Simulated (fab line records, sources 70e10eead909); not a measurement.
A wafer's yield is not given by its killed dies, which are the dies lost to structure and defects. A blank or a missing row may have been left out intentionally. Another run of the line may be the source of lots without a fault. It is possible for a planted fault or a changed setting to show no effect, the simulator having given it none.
Check of tool commonality :: flow nand harc :: Sampled: 14 lots, 42 wafers

WHAT PROMPTED THE OPENING
Flagged at NHARC_A_M0_THK_MEAS_24: reading thk nm, on 2 of 14 lots. Fault-free wafers read 113.4 nm, with a standard deviation of 1.4.
Rule: flag the lot when none of its wafers has a number, or when each of its wafers that has one lies beyond 4 standard deviations from that mean. The other lots count as sound.

lot: L662
measured: day 23 16:03
on: film metro-02
thk nm (nm), wafer by wafer: 29.8 29.7 30.1
flag: FLAGGED

lot: L665
measured: day 25 00:32
on: film metro-01
thk nm (nm), wafer by wafer: 30.0 28.9 28.8
flag: FLAGGED

lot: L669
measured: day 27 02:38
on: film metro-01
thk nm (nm), wafer by wafer: 112.1 113.6 114.2
flag: 

lot: L671
measured: day 27 14:16
on: film metro-01
thk nm (nm), wafer by wafer: 113.2 111.0 113.6
flag: 

lot: L673
measured: day 27 19:56
on: film metro-02
thk nm (nm), wafer by wafer: 113.1 114.6 114.9
flag: 

lot: L672
measured: day 28 00:30
on: film metro-01
thk nm (nm), wafer by wafer: 113.6 113.3 113.1
flag: 

lot: L676
measured: day 29 03:55
on: film metro-02
thk nm (nm), wafer by wafer: 111.4 113.7 112.4
flag: 

lot: L675
measured: day 29 05:46
on: film metro-02
thk nm (nm), wafer by wafer: 112.5 112.6 112.4
flag: 

lot: L679
measured: day 30 17:25
on: film metro-02
thk nm (nm), wafer by wafer: 111.5 114.5 115.9
flag: 

lot: L681
measured: day 31 10:07
on: film metro-02
thk nm (nm), wafer by wafer: 113.2 115.6 114.5
flag: 

lot: L680
measured: day 31 20:07
on: film metro-02
thk nm (nm), wafer by wafer: 114.9 112.1 112.1
flag: 

lot: L683
measured: day 31 23:23
on: film metro-01
thk nm (nm), wafer by wafer: 114.8 115.6 113.0
flag: 

lot: L682
measured: day 32 01:25
on: film metro-01
thk nm (nm), wafer by wafer: 115.5 116.7 113.9
flag: 

lot: L684
measured: day 33 00:16
on: film metro-01
thk nm (nm), wafer by wafer: 115.0 114.6 115.0
flag: 
The mean of the flagged lots' numbers is 29.6 nm, -83.9 nm from the usual (-60 standard deviations).

TOOL THAT RAN EACH LOT
The record holds 4 process steps before the reading, out of a route of 1302 steps. Cell contents, in order: the tool; ch with the chambers the sampled wafers went through; the start.
lot: L662
flag: FLAGGED
NHARC_A_M0_PRE_CLEAN_29: pvd sputter-03, day 23 15:06 or earlier
NHARC_A_M0_ECD_22: ecd cu-02 ch 0,1, day 23 15:06
NHARC_A_M0_ANNEAL_30: rtp anneal-01 ch 0, day 23 15:29
NHARC_A_M0_CMP_23: cmp-02 ch 0,2,3, day 23 15:49

lot: L665
flag: FLAGGED
NHARC_A_M0_PRE_CLEAN_29: pvd sputter-01, day 24 23:30 or earlier
NHARC_A_M0_ECD_22: ecd cu-01 ch 0,1, day 24 23:30
NHARC_A_M0_ANNEAL_30: rtp anneal-01 ch 0, day 24 23:52
NHARC_A_M0_CMP_23: cmp-04 ch 1,2,3, day 25 00:14

lot: L669
flag: 
NHARC_A_M0_PRE_CLEAN_29: pvd sputter-01, day 27 01:35 or earlier
NHARC_A_M0_ECD_22: ecd cu-02 ch 1, day 27 01:35
NHARC_A_M0_ANNEAL_30: rtp anneal-02 ch 0, day 27 01:58
NHARC_A_M0_CMP_23: cmp-03 ch 0,2,3, day 27 02:20

lot: L671
flag: 
NHARC_A_M0_PRE_CLEAN_29: pvd sputter-02, day 27 13:13 or earlier
NHARC_A_M0_ECD_22: ecd cu-02 ch 0,1, day 27 13:13
NHARC_A_M0_ANNEAL_30: rtp anneal-02 ch 0, day 27 13:39
NHARC_A_M0_CMP_23: cmp-04 ch 0,2,3, day 27 14:00

lot: L673
flag: 
NHARC_A_M0_PRE_CLEAN_29: pvd sputter-03, day 27 18:53 or earlier
NHARC_A_M0_ECD_22: ecd cu-01 ch 0,1, day 27 18:53
NHARC_A_M0_ANNEAL_30: rtp anneal-01 ch 0, day 27 19:16
NHARC_A_M0_CMP_23: cmp-03 ch 0,2,3, day 27 19:40

lot: L672
flag: 
NHARC_A_M0_PRE_CLEAN_29: pvd sputter-03, day 27 23:28 or earlier
NHARC_A_M0_ECD_22: ecd cu-02 ch 0,1, day 27 23:28
NHARC_A_M0_ANNEAL_30: rtp anneal-02 ch 0, day 27 23:50
NHARC_A_M0_CMP_23: cmp-03 ch 1,2,3, day 28 00:11

lot: L676
flag: 
NHARC_A_M0_PRE_CLEAN_29: pvd sputter-01, day 29 02:58 or earlier
NHARC_A_M0_ECD_22: ecd cu-01 ch 0,1, day 29 02:58
NHARC_A_M0_ANNEAL_30: rtp anneal-01 ch 0, day 29 03:21
NHARC_A_M0_CMP_23: cmp-03 ch 0,2, day 29 03:38

lot: L675
flag: 
NHARC_A_M0_PRE_CLEAN_29: pvd sputter-02, day 29 04:52 or earlier
NHARC_A_M0_ECD_22: ecd cu-01 ch 0,1, day 29 04:52
NHARC_A_M0_ANNEAL_30: rtp anneal-02 ch 0, day 29 05:15
NHARC_A_M0_CMP_23: cmp-03 ch 2,3, day 29 05:28

lot: L679
flag: 
NHARC_A_M0_PRE_CLEAN_29: pvd sputter-01, day 30 16:23 or earlier
NHARC_A_M0_ECD_22: ecd cu-01 ch 0,1, day 30 16:23
NHARC_A_M0_ANNEAL_30: rtp anneal-01 ch 0, day 30 16:46
NHARC_A_M0_CMP_23: cmp-02 ch 1,3, day 30 17:08

lot: L681
flag: 
NHARC_A_M0_PRE_CLEAN_29: pvd sputter-02, day 31 09:04 or earlier
NHARC_A_M0_ECD_22: ecd cu-02 ch 0, day 31 09:04
NHARC_A_M0_ANNEAL_30: rtp anneal-01 ch 0, day 31 09:29
NHARC_A_M0_CMP_23: cmp-04 ch 0,1,2, day 31 09:47

lot: L680
flag: 
NHARC_A_M0_PRE_CLEAN_29: pvd sputter-02, day 31 19:07 or earlier
NHARC_A_M0_ECD_22: ecd cu-02 ch 0,1, day 31 19:07
NHARC_A_M0_ANNEAL_30: rtp anneal-02 ch 0, day 31 19:30
NHARC_A_M0_CMP_23: cmp-04 ch 0,1,2, day 31 19:48

lot: L683
flag: 
NHARC_A_M0_PRE_CLEAN_29: pvd sputter-01, day 31 22:18 or earlier
NHARC_A_M0_ECD_22: ecd cu-02 ch 0,1, day 31 22:18
NHARC_A_M0_ANNEAL_30: rtp anneal-02 ch 0, day 31 22:47
NHARC_A_M0_CMP_23: cmp-02 ch 1,2,3, day 31 23:07

lot: L682
flag: 
NHARC_A_M0_PRE_CLEAN_29: pvd sputter-03, day 32 00:23 or earlier
NHARC_A_M0_ECD_22: ecd cu-02 ch 0,1, day 32 00:23
NHARC_A_M0_ANNEAL_30: rtp anneal-01 ch 0, day 32 00:45
NHARC_A_M0_CMP_23: cmp-04 ch 2,3, day 32 01:06

lot: L684
flag: 
NHARC_A_M0_PRE_CLEAN_29: pvd sputter-02, day 32 23:14 or earlier
NHARC_A_M0_ECD_22: ecd cu-01 ch 0,1, day 32 23:14
NHARC_A_M0_ANNEAL_30: rtp anneal-01 ch 0, day 32 23:36
NHARC_A_M0_CMP_23: cmp-03 ch 0,1,3, day 32 23:59
What the steps here do:
- NHARC_A_M0_PRE_CLEAN_29: time 30 s.
- NHARC_A_M0_ECD_22: material Cu, target thk 400 nm.
- NHARC_A_M0_ANNEAL_30: time 90 s.
- NHARC_A_M0_CMP_23: polishes, t overpolish 20 s, target thk 113.75 nm.
- NHARC_A_M0_THK_MEAS_24: measures by xrf.

FLAGGED AGAINST TOTAL, ONE TOOL AT A TIME (gauges that did the reading follow at the end)
step: NHARC_A_M0_PRE_CLEAN_29
tool: pvd sputter-01
lots run: 5
flagged: 1
share of the flagged lots: some
sound lots run after its first flagged lot: 4 (L669,L676,L679,L683)

step: NHARC_A_M0_PRE_CLEAN_29
tool: pvd sputter-02
lots run: 5
flagged: 0
share of the flagged lots: none
sound lots run after its first flagged lot: -

step: NHARC_A_M0_PRE_CLEAN_29
tool: pvd sputter-03
lots run: 4
flagged: 1
share of the flagged lots: some
sound lots run after its first flagged lot: 3 (L673,L672,L682)

step: NHARC_A_M0_ECD_22
tool: ecd cu-01
lots run: 6
flagged: 1
share of the flagged lots: some
sound lots run after its first flagged lot: 5 (L673,L676,L675,L679,L684)

step: NHARC_A_M0_ECD_22
tool: ecd cu-02
lots run: 8
flagged: 1
share of the flagged lots: some
sound lots run after its first flagged lot: 7 (L669,L671,L672,L681,L680,L683,L682)

step: NHARC_A_M0_ANNEAL_30
tool: rtp anneal-01
lots run: 8
flagged: 2
share of the flagged lots: all
sound lots run after its first flagged lot: 6 (L673,L676,L679,L681,L682,L684)

step: NHARC_A_M0_ANNEAL_30
tool: rtp anneal-02
lots run: 6
flagged: 0
share of the flagged lots: none
sound lots run after its first flagged lot: -

step: NHARC_A_M0_CMP_23
tool: cmp-02
lots run: 3
flagged: 1
share of the flagged lots: some
sound lots run after its first flagged lot: 2 (L679,L683)

step: NHARC_A_M0_CMP_23
tool: cmp-03
lots run: 6
flagged: 0
share of the flagged lots: none
sound lots run after its first flagged lot: -

step: NHARC_A_M0_CMP_23
tool: cmp-04
lots run: 5
flagged: 1
share of the flagged lots: some
sound lots run after its first flagged lot: 4 (L671,L681,L680,L682)

step: NHARC_A_M0_THK_MEAS_24
tool: film metro-01
lots run: 7
flagged: 1
share of the flagged lots: some
sound lots run after its first flagged lot: 6 (L669,L671,L672,L683,L682,L684)

step: NHARC_A_M0_THK_MEAS_24
tool: film metro-02
lots run: 7
flagged: 1
share of the flagged lots: some
sound lots run after its first flagged lot: 6 (L673,L676,L675,L679,L681,L680)
NHARC_A_M0_PRE_CLEAN_29: start missing for some lots; hours and lot order therefore follow NHARC_A_M0_ECD_22.

WHAT THE TABLE PERMITS
1 row of the table ran every flagged lot: rtp anneal-01 at NHARC_A_M0_ANNEAL_30.
- rtp anneal-01 at NHARC_A_M0_ANNEAL_30: 2 of its 8 lots flagged. Sound lots ran on it after the first flagged one (L673, L676, L679, L681, L682, L684), which a lasting fault on the whole tool wouldn't allow.
No row of the table ran every flagged lot and no sound lot after the first.

WHAT HAD BEEN PUT IN BY THE SIMULATOR
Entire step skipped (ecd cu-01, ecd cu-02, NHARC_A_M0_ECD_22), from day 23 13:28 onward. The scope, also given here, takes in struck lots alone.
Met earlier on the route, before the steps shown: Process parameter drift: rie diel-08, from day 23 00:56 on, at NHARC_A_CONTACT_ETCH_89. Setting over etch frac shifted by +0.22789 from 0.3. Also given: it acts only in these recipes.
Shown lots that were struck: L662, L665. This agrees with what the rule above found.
